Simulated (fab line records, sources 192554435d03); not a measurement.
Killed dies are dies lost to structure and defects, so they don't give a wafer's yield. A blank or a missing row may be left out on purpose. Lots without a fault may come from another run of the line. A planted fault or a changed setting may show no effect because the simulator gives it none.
Chamber matching | flow n5_finfet | N5_BEOL_M7_CURE_74 on uv_cure-02: 3 sister chambers
The step cures SiCOH lowk, time 240 s. 3 wafers are shown with their chamber, then 7 later ones without.

WAFERS WITH THEIR CHAMBER
wafer  | chamber | wafer_temp_C_max
L078.6 | 1       | 387.4
L083.6 | 2       | 388.9
L087.3 | 0       | 387.1

WAFERS WITHOUT THEIR CHAMBER
wafer  | wafer_temp_C_max
L087.5 | 387.4
L093.1 | 387.5
L093.4 | 387.1
L093.5 | 386.9
L096.1 | 387.0
L096.5 | 387.2
L096.6 | 387.7

WHICH CHAMBER EACH WENT THROUGH
wafer  | from the rows above     | in truth
L087.5 | can't be placed: 1 or 0 | 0
L093.1 | can't be placed: 1 or 0 | 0
L093.4 | can't be placed: 0 or 1 | 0
L093.5 | can't be placed: 0 or 1 | 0
L096.1 | can't be placed: 0 or 1 | 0
L096.5 | can't be placed: 0 or 1 | 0
L096.6 | can't be placed: 1 or 0 | 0
Placed correctly: 0 of 7. Can't be placed from these rows: 7 (the true chamber is among the candidates in 7). Placed wrongly: 0.
How it was worked out, from the rows above alone: a wafer's distance from a chamber is the root of the sum, over the readings, of the square of ((its reading less the chamber's mean) divided by the reading's scatter). The wafer belongs to the nearest chamber; if the next one is less than 2 further off, it can't be placed. A chamber's mean is the mean of its shown wafers. The scatter: with one shown wafer a chamber, the root of the mean of the squares of how far each hidden wafer lies from its nearest shown one.
